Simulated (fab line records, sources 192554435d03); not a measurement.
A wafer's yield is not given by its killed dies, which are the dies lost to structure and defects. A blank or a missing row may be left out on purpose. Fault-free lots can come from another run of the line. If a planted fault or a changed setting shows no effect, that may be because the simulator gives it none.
fab line records | flow n5Finfet
[record] lots = 6 | wafers = 18 | lastDay = 17
route steps=1938 shown BEOL_M0_SAQP@693 BEOL_M0_CUTY@701 BEOL_M4@1111 PASSIVATION@1936
lots that met no fault: from a run of the same line without faults
startH: hours from the record's first day to the start of the lot's first wafer shown | waitH: hours from the lot's prior step to this one | " unchanged from the row above | L1.1+2: one row covering several wafers at once | - no value, or no start given | * or withheld: withheld | < > ~ a bound
route shown NAME@n: NAME is a module with steps in the file, n the number in the route of the first one | usual: the fault-free wafers' mean and standard deviation | same: alike in all rows | chamber/n: place in a boat | sites: the reading at each site | _std_site: standard deviation of those values | _edge_site: inner sites' mean taken away from outer sites' mean | radiusMm: for every site, how far away it sits from the centre of the wafer | mask NAME#n: copy n | behind: tool/chamber where the wafer was last shaped | hold: reason for holding the lot/hours on hold/outcome of the hold | device: which transistor (n, p or np) failed to switch | end of line: the same wafers' tests at the end of the route | where a step has no rows: the recipe by itself | killed: dies that structure and defects cost at the first sort, which is not the same as the wafer's yield | map: shows each die of a wafer: x if killed, . if not, _ if none is there
set.NAME: the setting the step ran with; set.NAME@STEP: the setting that earlier step ran with | model.NAME: the simulator's own value behind a step, which no gauge read
lots seen at some steps along the route; tables by step, rows by wafer
services: a tool's chamber out of use, with start hour (startH, from the record's first day; less than 0 if before it), hours out, and reason
[[steps]]
[step N5_BEOL_M0_SAQP_ETCH_88]
[recipe] chemistry = N2/H2 | target = underlayer | targetDepthA = 65 | timeS = 5.2 | ionEnergyEv = 200 | maskMaterial = CAR-EUV | pressureMtorr = 30 | sourceW = 840 | biasW = 150 | n2FlowSccm = 200 | h2FlowSccm = 200 | ends = cleared
[usual] drypumpMotorCurrentA = 5.6/0.43 | etchRfOnTimeS = 5.25/0.17 | oesProductAu = 0.67/0.073 | rfVppV = 523.3/2.2 | showerheadPlenumPTorr = 2.53/0.068 | throttleValvePct = 17.98/0.28
lot.wafer | tool       | chamber | startH | waitH | drypumpMotorCurrentA | etchRfOnTimeS | oesProductAu | rfHoursCounterH | rfVppV | showerheadPlenumPTorr | throttleValvePct
L469.2    | rieDiel-03 | 3       | 129.73 | 0.0   | 6.4                  | 5.07          | 0.78         | 31              | 528.0  | 2.63                  | 18.36
L469.3    | "          | 2       | "      | "     | 5.3                  | 5.32          | 0.56         | 240             | 522.1  | 2.53                  | 17.96
L469.5    | "          | 3       | "      | "     | 6.4                  | 5.09          | 0.78         | -               | 525.6  | 2.63                  | 18.36
L473.1    | rieDiel-04 | 3       | 148.01 | 0.0   | 5.2                  | 5.42          | 0.75         | 33              | 523.2  | 2.49                  | 17.80
L473.2    | "          | 2       | "      | "     | 5.7                  | 4.99          | 0.61         | 220             | 521.4  | 2.43                  | 18.49
L473.3    | "          | 1       | "      | "     | 5.3                  | 5.07          | 0.61         | 195             | 521.8  | 2.51                  | 17.78
L475.1    | rieDiel-06 | 1       | 163.54 | 0.0   | 5.7                  | 5.24          | 0.64         | 167             | 525.8  | 2.54                  | 18.05
L475.3    | "          | 2       | "      | "     | 6.1                  | 5.26          | 0.60         | 214             | 521.0  | 2.51                  | 17.90
L475.6    | "          | 2       | "      | "     | 6.1                  | 5.24          | 0.60         | -               | 523.7  | 2.51                  | 17.92
L480.2    | rieDiel-03 | 3       | 194.81 | 0.0   | 6.4                  | 5.05          | 0.76         | 54              | 524.9  | 2.62                  | 18.39
L480.4    | "          | 1       | "      | "     | 5.4                  | 5.42          | 0.75         | 24              | 527.4  | 2.69                  | 17.80
L480.6    | "          | 1       | "      | "     | 5.4                  | 5.43          | 0.74         | -               | 528.0  | 2.69                  | 17.79
L488.1    | rieDiel-06 | 2       | 238.00 | 0.0   | 6.0                  | 5.39          | 0.57         | 237             | 523.1  | 2.50                  | 17.94
L488.3    | "          | 0       | "      | "     | 5.2                  | 5.66          | 0.66         | 90              | 523.0  | 2.44                  | 17.53
L488.4    | "          | 1       | "      | "     | 5.7                  | 5.21          | 0.62         | 191             | 522.1  | 2.53                  | 18.11
L489.1    | rieDiel-04 | 2       | 246.71 | 0.0   | 5.7                  | 5.00          | 0.59         | 246             | 519.6  | 2.42                  | 18.52
L489.2    | "          | 0       | "      | "     | 5.9                  | 5.14          | 0.62         | 203             | 524.1  | 2.54                  | 18.29
L489.4    | "          | 1       | "      | "     | 5.2                  | 5.14          | 0.60         | 221             | 520.7  | 2.50                  | 17.85
[step N5_BEOL_M0_SAQP_ETCH_73]
[recipe] chemistry = CF4 | target = SiARC | targetDepthA = 195 | maskMaterial = CAR-EUV | timeS = 32.5 | ionEnergyEv = 80 | pressureMtorr = 40 | sourceW = 545 | biasW = 36 | Ar_flow_sccm = 100 | cf4FlowSccm = 100 | ends = cleared
[usual] drypumpMotorCurrentA = 5.6/0.43 | etchRfOnTimeS = 32.8/1.1 | mfcArSccm = 100.1/0.33 | oesProductAu = 0.67/0.072 | rfVppV = 184.0/1 | showerheadPlenumPTorr = 2.13/0.052 | throttleValvePct = 15.67/0.2
lot.wafer | tool       | chamber | startH | waitH | drypumpMotorCurrentA | etchRfOnTimeS | mfcArSccm | oesProductAu | rfHoursCounterH | rfVppV | showerheadPlenumPTorr | throttleValvePct
L469.2    | rieDiel-03 | 3       | 129.75 | 0.0   | 6.4                  | 31.5          | 99.9      | 0.79         | 31              | 183.9  | 2.18                  | 15.66
L469.3    | "          | 2       | "      | "     | 5.3                  | 32.6          | 100.9     | 0.58         | 240             | 183.8  | 2.12                  | 15.70
L469.5    | "          | 3       | "      | "     | 6.4                  | 31.6          | 99.5      | 0.78         | -               | 184.8  | 2.18                  | 15.64
L473.1    | rieDiel-04 | 3       | 148.02 | 0.0   | 5.1                  | 33.9          | 100.1     | 0.75         | 33              | 183.9  | 2.10                  | 15.47
L473.2    | "          | 2       | "      | "     | 5.7                  | 30.9          | 100.4     | 0.61         | 220             | 182.5  | 2.04                  | 15.99
L473.3    | "          | 1       | "      | "     | 5.2                  | 32.1          | 100.1     | 0.63         | 195             | 184.7  | 2.12                  | 15.60
L475.1    | rieDiel-06 | 1       | 163.56 | 0.0   | 5.7                  | 32.4          | 100.0     | 0.64         | 167             | 183.8  | 2.13                  | 15.81
L475.3    | "          | 2       | "      | "     | 6.0                  | 32.7          | 99.6      | 0.60         | 214             | 183.7  | 2.11                  | 15.81
L475.6    | "          | 2       | "      | "     | 6.0                  | 33.1          | 99.8      | 0.60         | -               | 184.1  | 2.11                  | 15.82
L480.2    | rieDiel-03 | 3       | 194.83 | 0.0   | 6.4                  | 31.0          | 99.9      | 0.76         | 54              | 185.1  | 2.18                  | 15.70
L480.4    | "          | 1       | "      | "     | 5.4                  | 33.7          | 100.1     | 0.75         | 24              | 186.4  | 2.26                  | 15.56
L480.6    | "          | 1       | "      | "     | 5.4                  | 34.1          | 100.0     | 0.75         | -               | 185.4  | 2.26                  | 15.56
L488.1    | rieDiel-06 | 2       | 238.02 | 0.0   | 6.0                  | 33.5          | 100.2     | 0.58         | 237             | 183.0  | 2.10                  | 15.87
L488.3    | "          | 0       | "      | "     | 5.2                  | 35.0          | 100.0     | 0.67         | 90              | 182.0  | 2.08                  | 15.52
L488.4    | "          | 1       | "      | "     | 5.7                  | 32.6          | 100.3     | 0.63         | 191             | 185.3  | 2.12                  | 15.84
L489.1    | rieDiel-04 | 2       | 246.73 | 0.0   | 5.7                  | 31.4          | 100.0     | 0.59         | 246             | 182.1  | 2.03                  | 16.06
L489.2    | "          | 0       | "      | "     | 5.9                  | 32.6          | 99.7      | 0.61         | 203             | 183.8  | 2.12                  | 15.90
L489.4    | "          | 1       | "      | "     | 5.2                  | 32.1          | 100.2     | 0.60         | 221             | 183.4  | 2.11                  | 15.64
[step N5_BEOL_M0_SAQP_CUT_ETCH_46]
[recipe] chemistry = N2/H2 | target = SOC | targetDepthA = 1350 | overetchA = 270 | tempC = 40 | timeS = 202.5 | ionEnergyEv = 200 | maskMaterial = SiARC | pressureMtorr = 30 | sourceW = 840 | biasW = 150 | n2FlowSccm = 200 | h2FlowSccm = 200
[step N5_BEOL_M0_SAQP_STRIP_74]
[recipe] chemistry = N2/H2 | tempC = 40 | n2FlowSccm = 200 | h2FlowSccm = 200 | rfFrequencyHz = 6e+07
[step N5_BEOL_M0_SAQP_STRIP_89]
[recipe] chemistry = N2/H2 | tempC = 40 | n2FlowSccm = 200 | h2FlowSccm = 200 | rfFrequencyHz = 6e+07
[step N5_BEOL_M0_SAQP_ALD_48]
[recipe] material = SiO2 | targetThkA = 200 | tempC = 100 | aldPrecursorFamily = BDEAS | aldCoReactant = O2-plasma | pulseTimeS = 1 | coReactantPulseTimeS = 1 | purgeTimeS = 2 | coReactantPurgeTimeS = 2 | aldCycles = 139 | pressureTorr = 2
[usual] heaterPowerOuterW = 41/4.6 | heaterPowerW = 76/6.7 | precursorPulseHeightRel = 1.002/0.019 | susceptorTempC = 100.00/0.12
[same] coReactantPulseTimeS = 1
lot.wafer | tool      | chamber | startH | waitH | heaterPowerOuterW | heaterPowerW | precursorPulseHeightRel | susceptorTempC
L469.2    | aldSin-04 | 1       | 130.06 | 0.1   | 44                | 83           | 1.005                   | 99.77
L469.3    | "         | 2       | "      | "     | 44                | 85           | 1.011                   | 100.12
L469.5    | "         | 0       | "      | "     | 38                | 67           | 0.958                   | 100.10
L473.1    | aldSin-04 | 0       | 148.32 | 0.1   | 38                | 68           | 1.026                   | 99.93
L473.2    | "         | 2       | "      | "     | 44                | 84           | 0.942                   | 100.11
L473.3    | "         | 1       | "      | "     | 43                | 84           | 0.973                   | 100.08
L475.1    | aldSin-01 | 1       | 164.05 | 0.3   | 44                | 80           | 0.985                   | 99.96
L475.3    | "         | 0       | "      | "     | 49                | 88           | 1.012                   | 99.80
L475.6    | "         | 3       | "      | "     | 36                | 73           | 0.983                   | 99.91
L480.2    | aldSin-02 | 1       | 195.06 | 0.0   | 34                | 70           | 1.009                   | 99.96
L480.4    | "         | 2       | "      | "     | 44                | 81           | 1.024                   | 100.01
L480.6    | "         | 1       | "      | "     | 35                | 68           | 1.015                   | 100.16
L488.1    | aldSin-02 | 0       | 238.25 | 0.0   | 36                | 67           | 0.988                   | 99.97
L488.3    | "         | 1       | "      | "     | 35                | 69           | 1.006                   | 99.76
L488.4    | "         | 3       | "      | "     | 46                | 80           | 1.007                   | 100.25
L489.1    | aldSin-04 | 0       | 246.96 | 0.0   | 39                | 69           | 1.026                   | 99.88
L489.2    | "         | 3       | "      | "     | 41                | 72           | 1.014                   | 100.04
L489.4    | "         | 1       | "      | "     | 45                | 85           | 1.002                   | 100.09
[step N5_BEOL_M0_SAQP_ETCH_49]
[recipe] chemistry = CF4/O2 | targetDepthA = 370 | target = SiO2 | pressureMtorr = 40 | sourceW = 535 | biasW = 49 | Ar_flow_sccm = 100 | cf4FlowSccm = 100 | O2_flow_sccm = 10 | ionEnergyEv = 100
[usual] drypumpMotorCurrentA = 5.6/0.43 | mfcArSccm = 100.05/0.28 | oesProductAu = 0.80/0.087 | rfVppV = 243/10 | showerheadPlenumPTorr = 2.20/0.055 | throttleValvePct = 15.89/0.21
lot.wafer | tool       | chamber | startH | waitH | drypumpMotorCurrentA | mfcArSccm | oesProductAu | rfHoursCounterH | rfVppV | showerheadPlenumPTorr | throttleValvePct
L469.2    | rieDiel-03 | 0       | 130.58 | 0.3   | 5.1                  | 100.38    | 0.74         | 180             | 260    | 2.21                  | 16.03
L469.3    | "          | 3       | "      | "     | 6.4                  | 99.99     | 0.93         | 32              | 237    | 2.25                  | 15.90
L469.5    | "          | 2       | "      | "     | 5.3                  | 100.41    | 0.67         | -               | 243    | 2.18                  | 15.93
L473.1    | rieDiel-04 | 1       | 148.85 | 0.3   | 5.3                  | 100.37    | 0.71         | 195             | 233    | 2.18                  | 15.85
L473.2    | "          | 3       | "      | "     | 5.1                  | 99.84     | 0.89         | 33              | 234    | 2.16                  | 15.72
L473.3    | "          | 0       | "      | "     | 5.9                  | 100.43    | 0.73         | 177             | 233    | 2.19                  | 16.07
L475.1    | rieDiel-04 | 0       | 164.57 | 0.3   | 5.9                  | 99.86     | 0.71         | 181             | 233    | 2.19                  | 16.09
L475.3    | "          | 1       | "      | "     | 5.2                  | 99.79     | 0.70         | 200             | 233    | 2.18                  | 15.83
L475.6    | "          | 0       | "      | "     | 5.9                  | 99.68     | 0.72         | -               | 232    | 2.19                  | 16.09
L480.2    | rieDiel-03 | 2       | 195.74 | 0.4   | 5.3                  | 100.13    | 0.92         | 8               | 243    | 2.17                  | 15.44
L480.4    | "          | 1       | "      | "     | 5.4                  | 99.82     | 0.89         | 25              | 260    | 2.33                  | 15.83
L480.6    | "          | 1       | "      | "     | 5.4                  | 100.00    | 0.89         | -               | 260    | 2.33                  | 15.81
L488.1    | rieDiel-06 | 3       | 238.78 | 0.3   | 6.2                  | 100.04    | 0.84         | 52              | 246    | 2.24                  | 15.70
L488.3    | "          | 1       | "      | "     | 5.7                  | 100.12    | 0.73         | 191             | 261    | 2.18                  | 16.08
L488.4    | "          | 0       | "      | "     | 5.2                  | 99.41     | 0.79         | 90              | 239    | 2.14                  | 15.76
L489.1    | rieDiel-04 | 2       | 247.64 | 0.4   | 5.7                  | 100.13    | 0.68         | 247             | 229    | 2.09                  | 16.29
L489.2    | "          | 3       | "      | "     | 5.2                  | 100.30    | 0.85         | 59              | 232    | 2.15                  | 15.77
L489.4    | "          | 1       | "      | "     | 5.3                  | 100.25    | 0.69         | 222             | 234    | 2.18                  | 15.88
[step N5_BEOL_M0_SAQP_STRIP_75]
[recipe] chemistry = CF4 | resist = SiARC | powerW = 300 | biasPowerW = 75 | pressureMtorr = 50 | cf4FlowSccm = 150 | rfFrequencyHz = 6e+07
[usual] drypumpMotorCurrentA = 5.6/0.43 | oesProductAu = 0.184/0.02 | powerW = 300.0/0.95 | rfVppV = 271.0/1.3 | showerheadPlenumPTorr = 1.79/0.039 | throttleValvePct = 13.62/0.24
lot.wafer | tool       | chamber | startH | waitH | drypumpMotorCurrentA | oesProductAu | powerW | rfHoursCounterH | rfVppV | showerheadPlenumPTorr | throttleValvePct
L469.2    | rieDiel-03 | 0       | 130.68 | 0.1   | 5.1                  | 0.167        | 297.7  | 181             | 270.8  | 1.80                  | 13.76
L469.3    | "          | 3       | "      | "     | 6.4                  | 0.213        | 299.7  | 32              | 272.4  | 1.81                  | 13.53
L469.5    | "          | 2       | "      | "     | 5.3                  | 0.154        | 299.9  | -               | 270.3  | 1.77                  | 13.69
L473.1    | rieDiel-04 | 1       | 148.95 | 0.1   | 5.3                  | 0.167        | 301.3  | 195             | 271.6  | 1.77                  | 13.58
L473.2    | "          | 3       | "      | "     | 5.1                  | 0.200        | 300.2  | 33              | 269.1  | 1.76                  | 13.41
L473.3    | "          | 0       | "      | "     | 5.9                  | 0.167        | 300.6  | 177             | 271.1  | 1.78                  | 13.83
L475.1    | rieDiel-04 | 0       | 164.67 | 0.1   | 5.9                  | 0.168        | 298.8  | 181             | 271.1  | 1.78                  | 13.85
L475.3    | "          | 1       | "      | "     | 5.3                  | 0.166        | 298.2  | 200             | 270.1  | 1.77                  | 13.58
L475.6    | "          | 0       | "      | "     | 5.9                  | 0.174        | 300.2  | -               | 270.5  | 1.78                  | 13.87
L480.2    | rieDiel-03 | 2       | 195.84 | 0.1   | 5.3                  | 0.213        | 300.3  | 8               | 270.1  | 1.77                  | 13.14
L480.4    | "          | 1       | "      | "     | 5.4                  | 0.208        | 299.7  | 25              | 273.3  | 1.89                  | 13.47
L480.6    | "          | 1       | "      | "     | 5.4                  | 0.210        | 301.8  | -               | 273.5  | 1.89                  | 13.46
L488.1    | rieDiel-06 | 3       | 238.88 | 0.1   | 6.2                  | 0.194        | 302.1  | 52              | 272.3  | 1.82                  | 13.37
L488.3    | "          | 1       | "      | "     | 5.7                  | 0.165        | 299.3  | 192             | 270.1  | 1.79                  | 13.91
L488.4    | "          | 0       | "      | "     | 5.2                  | 0.197        | 299.0  | 90              | 271.6  | 1.75                  | 13.53
L489.1    | rieDiel-04 | 2       | 247.74 | 0.1   | 5.7                  | 0.156        | 300.2  | 247             | 269.9  | 1.70                  | 14.02
L489.2    | "          | 3       | "      | "     | 5.2                  | 0.198        | 300.4  | 59              | 269.6  | 1.75                  | 13.49
L489.4    | "          | 1       | "      | "     | 5.2                  | 0.163        | 299.1  | 222             | 270.5  | 1.77                  | 13.64
[step N5_BEOL_M0_CUTY_COAT_50]
[recipe] resist = SiARC | tempC = 220 | timeS = 60 | spinRpm = 1500 | resistThkNm = 15
[step N5_BEOL_M0_CUTY_COAT_51]
[recipe] resist = CAR-ArF-block | spinRpm = 1500 | resistThkNm = 150
[step N5_BEOL_M0_CUTY_EBR_52]
[recipe] solvent = PGMEA | ebrWidthMm = 1.5
[step N5_BEOL_M0_CUTY_SOFTBAKE_53]
[recipe] tempC = 110 | timeS = 60 | resist = CAR-ArF-block
[step N5_BEOL_M0_CUTY_EXPOSE_54]
[recipe] maskId = M0_ABLK | na = 1.35 | sourceShape = conventional | sigmaOuter = 0.8 | polarization = unpolarized | doseMj = 36
[usual] exposureDoseMJCm2 = 35.97/0.035 | focusOffsetNm = 0.0/0.46
lot.wafer | tool           | chamber | startH | waitH | mask      | exposureDoseMJCm2 | focusOffsetNm
L469.2    | arfiScanner-03 | 0       | 130.83 | -     | M0_ABLK#0 | 35.95             | -0.7
L469.3    | "              | 0       | "      | "     | M0_ABLK#0 | 36.01             | 0.1
L469.5    | "              | 0       | "      | "     | M0_ABLK#0 | 35.94             | 0.1
L473.1    | arfiScanner-03 | 0       | 149.10 | -     | M0_ABLK#0 | 35.57             | -0.7
L473.2    | "              | 0       | "      | "     | M0_ABLK#0 | 35.60             | 0.0
L473.3    | "              | 0       | "      | "     | M0_ABLK#0 | 35.56             | -0.4
L475.1    | arfiScanner-03 | 0       | 164.94 | -     | M0_ABLK#0 | 35.64             | 0.3
L475.3    | "              | 0       | "      | "     | M0_ABLK#0 | 35.66             | 0.1
L475.6    | "              | 0       | "      | "     | M0_ABLK#0 | 35.67             | 0.3
L480.2    | arfiScanner-01 | 0       | 196.12 | -     | M0_ABLK#0 | 35.97             | -0.2
L480.4    | "              | 0       | "      | "     | M0_ABLK#0 | 35.96             | -0.3
L480.6    | "              | 0       | "      | "     | M0_ABLK#0 | 35.96             | -0.4
L488.1    | arfiScanner-02 | 0       | 239.14 | -     | M0_ABLK#0 | 35.95             | 0.1
L488.3    | "              | 0       | "      | "     | M0_ABLK#0 | 36.03             | 0.1
L488.4    | "              | 0       | "      | "     | M0_ABLK#0 | 35.96             | 0.2
L489.1    | arfiScanner-01 | 0       | 248.01 | -     | M0_ABLK#0 | 35.99             | 0.6
L489.2    | "              | 0       | "      | "     | M0_ABLK#0 | 35.99             | 0.0
L489.4    | "              | 0       | "      | "     | M0_ABLK#0 | 35.96             | -0.4
[step N5_BEOL_M0_CUTY_PEB_55]
[recipe] pebTempC = 110 | pebTimeS = 60 | resist = CAR-ArF-block
[step N5_BEOL_M4_RC_MEAS_101]
[usual] DIBL_N = 36.0/2.5 | DIBL_P = 36.2/3 | IOFF_N = 0.16/0.044 | IOFF_P = 0.21/0.049 | ION_N = 671/15 | ION_P = 461/8.7 | SS_N = 71.5/0.72 | SS_P = 73.4/0.9 | VT_N = 251/4.4 | VT_P = -250/4
lot.wafer | tool      | chamber | startH | waitH | DIBL_N[mV/V] | DIBL_P[mV/V] | IOFF_N[nA/um] | IOFF_P[nA/um] | ION_N[uA/um] | ION_P[uA/um] | SS_N[mV/dec] | SS_P[mV/dec] | VT_N[mV] | VT_P[mV]
L469.2    | prober-01 | 0       | 190.01 | 0.9   | 40.4         | 40.7         | 0.26          | 0.32          | 694          | 474          | 73.0         | 75.0         | 243      | -246
L469.3    | "         | 0       | "      | "     | 35.1         | 33.9         | 0.15          | 0.18          | 668          | 455          | 71.6         | 73.3         | 249      | -250
L469.5    | "         | 0       | "      | "     | 36.7         | 36.1         | 0.18          | 0.23          | 676          | 466          | 72.2         | 73.5         | 249      | -245
L473.1    | prober-01 | 0       | 219.12 | 0.0   | 38.4         | 39.2         | 0.18          | 0.26          | 695          | 476          | 71.3         | 74.3         | 248      | -250
L473.2    | "         | 0       | "      | "     | 38.6         | 40.1         | 0.19          | 0.30          | 680          | 467          | 72.1         | 74.8         | 248      | -245
L473.3    | "         | 0       | "      | "     | 35.0         | 34.7         | 0.12          | 0.19          | 669          | 466          | 70.2         | 73.2         | 254      | -252
L475.1    | prober-01 | 0       | 222.53 | 0.0   | 38.7         | 38.9         | 0.19          | 0.24          | 689          | 472          | 72.0         | 75.0         | 250      | -251
L475.3    | "         | 0       | "      | "     | 31.1         | 28.8         | 0.08          | 0.11          | 635          | 434          | 70.0         | 71.6         | 260      | -260
L475.6    | "         | 0       | "      | "     | 39.4         | 39.3         | 0.20          | 0.25          | 676          | 463          | 72.0         | 75.2         | 248      | -250
L480.2    | prober-01 | 0       | 258.56 | 0.2   | 31.9         | 32.2         | 0.09          | 0.15          | 640          | 450          | 70.3         | 72.3         | 257      | -252
L480.4    | "         | 0       | "      | "     | 33.8         | 33.6         | 0.12          | 0.17          | 651          | 452          | 71.5         | 72.2         | 254      | -249
L480.6    | "         | 0       | "      | "     | 33.8         | 34.5         | 0.12          | 0.19          | 663          | 460          | 71.3         | 73.1         | 255      | -251
L489.1    | prober-01 | 0       | 308.34 | 0.0   | 39.0         | 39.1         | 0.20          | 0.29          | 666          | 460          | 72.7         | 74.2         | 248      | -248
L489.2    | "         | 0       | "      | "     | 35.8         | 35.5         | 0.15          | 0.20          | 658          | 457          | 71.9         | 72.7         | 252      | -250
L489.4    | "         | 0       | "      | "     | 35.1         | 34.9         | 0.14          | 0.19          | 684          | 470          | 70.8         | 73.6         | 250      | -250
L488.1    | prober-01 | 0       | 309.27 | 0.4   | 36.4         | 36.8         | 0.18          | 0.27          | 693          | 481          | 71.3         | 72.0         | 243      | -242
L488.3    | "         | 0       | "      | "     | 37.4         | 36.8         | 0.19          | 0.25          | 678          | 468          | 70.8         | 73.8         | 246      | -246
L488.4    | "         | 0       | "      | "     | 36.1         | 34.6         | 0.15          | 0.20          | 666          | 458          | 71.4         | 72.9         | 250      | -251
[step N5_PASSIVATION_PROBE_49]
[usual] defectLimitedYield = 91.7/1.4 | killed_at_M0_to_M3 = 31/11 | killed_at_M4_up = 13/4.6 | killedAtContacts = 13/6.7 | killedAtFrontEnd = 39/9.6 | killedAtOther = 3.5/2.8 | killedDies = 98/16 | killedOpen = 64/11 | killedShort = 33/8.5 | sort_bin_5_function = 4.9/0.96 | sort_bin_6_memory = 3.1/0.59 | sort_bin_8_speed = 0.2/1.3 | sortNPass = 1080/23 | sortYieldPct = 91.5/1.9
[same] grossDies = 1180 | killedAtBackSide = 0 | sort_bin_4_leakage[%] = 0
lot.wafer | tool      | chamber | startH | waitH | defectLimitedYield[%] | killed_at_M0_to_M3 | killed_at_M4_up | killedAtContacts | killedAtFrontEnd | killedAtOther | killedDies | killedOpen | killedShort | sort_bin_5_function[%] | sort_bin_6_memory[%] | sort_bin_8_speed[%] | sortNPass | sortYieldPct[%]
L475.1    | prober-01 | -       | 337.31 | 0.0   | 92.1                  | 17                 | 13              | 6                | 47               | 10            | 93         | 69         | 22          | 4.9                    | 2.8                  | 0                   | 1087      | 92.1
L475.3    | prober-01 | -       | 337.41 | 0.1   | 93.4                  | 18                 | 17              | 4                | 35               | 4             | 78         | 46         | 30          | 3.4                    | 3.1                  | 4.7                 | 1046      | 88.6
L475.6    | prober-01 | -       | 337.56 | 0.3   | 90.8                  | 26                 | 16              | 8                | 50               | 8             | 108        | 61         | 43          | 5.8                    | 3.1                  | 0                   | 1072      | 90.8
// killed by level:class
L475.1 STI_FIN_REVEAL:geometricParticle:open=15 BEOL_M4:geometricParticle:open=9 FIN_SAQP:geometricParticle:open=7 MIM_TOP:geometricParticle:open=6 MOL_CONTACT_COAG:geometricParticle:open=5 STARTING-WAFER:geometricParticle:open=5 FIN_SAQP:geometricParticle:short=4 BEOL_M0_SAQP:geometricParticle:open=4
L475.3 GATE_CUT:geometricParticle:short=11 BEOL_M4:geometricParticle:open=9 STI_FIN_REVEAL:geometricParticle:open=6 GATE_CUT:geometricParticle:open=4 BEOL_M0_SAQP:geometricParticle:short=4 BEOL_M3:geometricParticle:open=4 STARTING-WAFER:geometricParticle:open=4 FIN_SAQP:geometricParticle:short=3
L475.6 GATE_CUT:geometricParticle:short=13 BEOL_M2:geometricParticle:open=7 BEOL_M3:geometricParticle:open=7 GATE_CUT:geometricParticle:open=6 BEOL_M4:geometricParticle:open=6 FIN_SAQP:geometricParticle:short=5 STI_FIN_REVEAL:geometricParticle:open=5 MOL_CONTACT_COAG:geometricParticle:open=5
[[services]]
tool           | chamber | startH | hours | kind
aldSin-04      | -       | 112.23 | 14.6  | pm
arfiScanner-02 | -       | 114.34 | 0.8   | pm
arfiScanner-01 | -       | 116.54 | 1.0   | pm
arfiScanner-03 | -       | 121.99 | 0.8   | pm
arfiScanner-03 | -       | 124.24 | 1.0   | pm
arfiScanner-01 | -       | 124.85 | 3.9   | pm
aldSin-01      | 2       | 127.67 | 1.4   | repair
arfiScanner-01 | -       | 128.99 | 12.0  | pm
rieDiel-06     | 3       | 133.56 | 10.2  | repair
arfiScanner-02 | -       | 137.86 | 1.3   | pm
rieDiel-03     | 1       | 146.18 | 2.5   | repair
arfiScanner-01 | -       | 149.34 | 1.3   | pm
arfiScanner-02 | -       | 159.05 | 1.0   | pm
rieDiel-03     | -       | 159.37 | 0.7   | repair
arfiScanner-03 | -       | 167.24 | 1.3   | pm
aldSin-04      | 0       | 172.66 | 11.4  | repair
arfiScanner-01 | -       | 173.53 | 1.0   | pm
aldSin-01      | -       | 176.75 | 14.0  | pm
rieDiel-04     | -       | 188.17 | 14.6  | pm
arfiScanner-01 | -       | 193.28 | 0.3   | repair
arfiScanner-03 | -       | 215.73 | 0.8   | repair
arfiScanner-03 | -       | 234.86 | 1.9   | repair
rieDiel-03     | -       | 239.00 | 15.6  | pm
arfiScanner-03 | -       | 245.10 | 4.2   | repair
[[key]]
[firstSign] step = N5_BEOL_M0_CUTY_EXPOSE_54 | reading = exposureDoseMJCm2 | direction = down | sigmas = 10 | usual = 35.97 | struck = 35.62
effect none on later readings
metAt N5_BEOL_M0_CUTY_EXPOSE_54
struckWafers L473.1,L473.2,L473.3,L475.1,L475.3,L475.6
[loopTrim] step = N5_BEOL_M0_CUTY_EXPOSE_54 | setting = dose | lots = L475
onsetBetween 130.83 149.10
[fault] kind = processParameterDrift | tool = arfiScanner-03 | chamber = - | onsetH = 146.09 | steps = N5_BEOL_M0_CUTY_EXPOSE_54 | channel = doseMj | offset = -0.43006 | shape = step | actsIn = theseRecipesOnly | stated = 36
// loopTrim: a control loop set the setting to another value than it would have without faults
